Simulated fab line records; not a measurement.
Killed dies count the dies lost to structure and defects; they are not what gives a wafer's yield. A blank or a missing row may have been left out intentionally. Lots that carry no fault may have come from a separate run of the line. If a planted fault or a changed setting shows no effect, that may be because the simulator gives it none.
Matching of chambers :: flow n5Finfet :: rieDiel-04 running N5_MOL_CONTACT_COAG_DESCUM_88: 4 sister chambers
The step chemistry O2, time 7 s. 24 wafers are shown with their chamber, then 12 later ones without.

## WAFERS WITH THEIR CHAMBER
wafer: L076.1
chamber: 0
showerheadPlenumPTorr (Torr): 2.16
drypumpMotorCurrentA (A): 6.7
throttleValvePct (%): 20.22

wafer: L076.3
chamber: 1
showerheadPlenumPTorr (Torr): 2.18
drypumpMotorCurrentA (A): 5.9
throttleValvePct (%): 21.17

wafer: L076.5
chamber: 1
showerheadPlenumPTorr (Torr): 2.18
drypumpMotorCurrentA (A): 5.8
throttleValvePct (%): 21.20

wafer: L082.1
chamber: 1
showerheadPlenumPTorr (Torr): 2.17
drypumpMotorCurrentA (A): 5.9
throttleValvePct (%): 21.21

wafer: L082.2
chamber: 2
showerheadPlenumPTorr (Torr): 2.04
drypumpMotorCurrentA (A): 5.7
throttleValvePct (%): 20.54

wafer: L082.3
chamber: 3
showerheadPlenumPTorr (Torr): 2.01
drypumpMotorCurrentA (A): 6.2
throttleValvePct (%): 20.64

wafer: L086.1
chamber: 1
showerheadPlenumPTorr (Torr): 2.17
drypumpMotorCurrentA (A): 5.8
throttleValvePct (%): 21.22

wafer: L086.3
chamber: 0
showerheadPlenumPTorr (Torr): 2.15
drypumpMotorCurrentA (A): 6.7
throttleValvePct (%): 20.27

wafer: L086.4
chamber: 0
showerheadPlenumPTorr (Torr): 2.15
drypumpMotorCurrentA (A): 6.7
throttleValvePct (%): 20.26

wafer: L088.1
chamber: 2
showerheadPlenumPTorr (Torr): 2.04
drypumpMotorCurrentA (A): 5.6
throttleValvePct (%): 20.22

wafer: L088.2
chamber: 1
showerheadPlenumPTorr (Torr): 2.17
drypumpMotorCurrentA (A): 5.9
throttleValvePct (%): 21.22

wafer: L088.3
chamber: 3
showerheadPlenumPTorr (Torr): 2.01
drypumpMotorCurrentA (A): 6.2
throttleValvePct (%): 20.64

wafer: L088.4
chamber: 0
showerheadPlenumPTorr (Torr): 2.15
drypumpMotorCurrentA (A): 6.7
throttleValvePct (%): 20.27

wafer: L088.5
chamber: 0
showerheadPlenumPTorr (Torr): 2.15
drypumpMotorCurrentA (A): 6.6
throttleValvePct (%): 20.26

wafer: L088.6
chamber: 3
showerheadPlenumPTorr (Torr): 2.01
drypumpMotorCurrentA (A): 6.2
throttleValvePct (%): 20.66

wafer: L089.4
chamber: 0
showerheadPlenumPTorr (Torr): 2.15
drypumpMotorCurrentA (A): 6.7
throttleValvePct (%): 20.29

wafer: L089.5
chamber: 2
showerheadPlenumPTorr (Torr): 2.04
drypumpMotorCurrentA (A): 5.7
throttleValvePct (%): 20.20

wafer: L089.6
chamber: 3
showerheadPlenumPTorr (Torr): 2.01
drypumpMotorCurrentA (A): 6.2
throttleValvePct (%): 20.64

wafer: L091.1
chamber: 3
showerheadPlenumPTorr (Torr): 2.01
drypumpMotorCurrentA (A): 6.2
throttleValvePct (%): 20.66

wafer: L091.2
chamber: 2
showerheadPlenumPTorr (Torr): 2.04
drypumpMotorCurrentA (A): 5.7
throttleValvePct (%): 20.22

wafer: L091.3
chamber: 1
showerheadPlenumPTorr (Torr): 2.17
drypumpMotorCurrentA (A): 5.9
throttleValvePct (%): 21.24

wafer: L091.4
chamber: 0
showerheadPlenumPTorr (Torr): 2.14
drypumpMotorCurrentA (A): 6.7
throttleValvePct (%): 20.28

wafer: L091.5
chamber: 0
showerheadPlenumPTorr (Torr): 2.15
drypumpMotorCurrentA (A): 6.6
throttleValvePct (%): 20.31

wafer: L091.6
chamber: 3
showerheadPlenumPTorr (Torr): 2.01
drypumpMotorCurrentA (A): 6.2
throttleValvePct (%): 20.65

SIGNATURES (averages over the wafers above)
reading: showerheadPlenumPTorr
chamber 0: 2.1500
chamber 1: 2.1733
chamber 2: 2.0400
chamber 3: 2.0100
scatter within a chamber: 0.00408

reading: drypumpMotorCurrentA
chamber 0: 6.675
chamber 1: 5.867
chamber 2: 5.675
chamber 3: 6.200
scatter within a chamber: 0.0423

reading: throttleValvePct
chamber 0: 20.2700
chamber 1: 21.2100
chamber 2: 20.2950
chamber 3: 20.6483
scatter within a chamber: 0.0665
Rule: for each reading, subtract the chamber's mean from the wafer's reading, divide by that reading's scatter and square the result; add these up over the readings and take the root, which gives the wafer's distance from the chamber. If the next closest chamber is less than 2 further off than the closest, the wafer can't be placed; otherwise it belongs to the closest. The scatter: the root of (the sum of the squares of (reading less its chamber's mean) over the shown wafers, divided by (wafers less chambers)).

## WAFERS MISSING THEIR CHAMBER
wafer: L094.1
showerheadPlenumPTorr (Torr): 2.00
drypumpMotorCurrentA (A): 6.2
throttleValvePct (%): 20.66

wafer: L094.2
showerheadPlenumPTorr (Torr): 2.14
drypumpMotorCurrentA (A): 6.7
throttleValvePct (%): 20.31

wafer: L094.3
showerheadPlenumPTorr (Torr): 2.03
drypumpMotorCurrentA (A): 5.7
throttleValvePct (%): 20.23

wafer: L094.4
showerheadPlenumPTorr (Torr): 2.03
drypumpMotorCurrentA (A): 5.7
throttleValvePct (%): 20.24

wafer: L094.5
showerheadPlenumPTorr (Torr): 2.00
drypumpMotorCurrentA (A): 6.2
throttleValvePct (%): 20.66

wafer: L094.6
showerheadPlenumPTorr (Torr): 2.14
drypumpMotorCurrentA (A): 6.7
throttleValvePct (%): 20.28

wafer: L095.1
showerheadPlenumPTorr (Torr): 2.14
drypumpMotorCurrentA (A): 6.7
throttleValvePct (%): 20.28

wafer: L095.3
showerheadPlenumPTorr (Torr): 2.03
drypumpMotorCurrentA (A): 5.7
throttleValvePct (%): 20.25

wafer: L095.4
showerheadPlenumPTorr (Torr): 2.00
drypumpMotorCurrentA (A): 6.2
throttleValvePct (%): 20.68

wafer: L096.1
showerheadPlenumPTorr (Torr): 2.03
drypumpMotorCurrentA (A): 5.7
throttleValvePct (%): 20.23

wafer: L096.3
showerheadPlenumPTorr (Torr): 2.16
drypumpMotorCurrentA (A): 5.8
throttleValvePct (%): 20.77

wafer: L096.4
showerheadPlenumPTorr (Torr): 2.14
drypumpMotorCurrentA (A): 6.7
throttleValvePct (%): 20.30

## WHICH CHAMBER EACH ONE RAN IN
wafer: L094.1
from the rows above: 3
in truth: 3

wafer: L094.2
from the rows above: 0
in truth: 0

wafer: L094.3
from the rows above: 2
in truth: 2

wafer: L094.4
from the rows above: 2
in truth: 2

wafer: L094.5
from the rows above: 3
in truth: 3

wafer: L094.6
from the rows above: 0
in truth: 0

wafer: L095.1
from the rows above: 0
in truth: 0

wafer: L095.3
from the rows above: 2
in truth: 2

wafer: L095.4
from the rows above: 3
in truth: 3

wafer: L096.1
from the rows above: 2
in truth: 2

wafer: L096.3
from the rows above: 1
in truth: 1

wafer: L096.4
from the rows above: 0
in truth: 0
Correctly placed: 12 of 12. From these rows, 0 cannot be placed. Wrongly placed: 0.
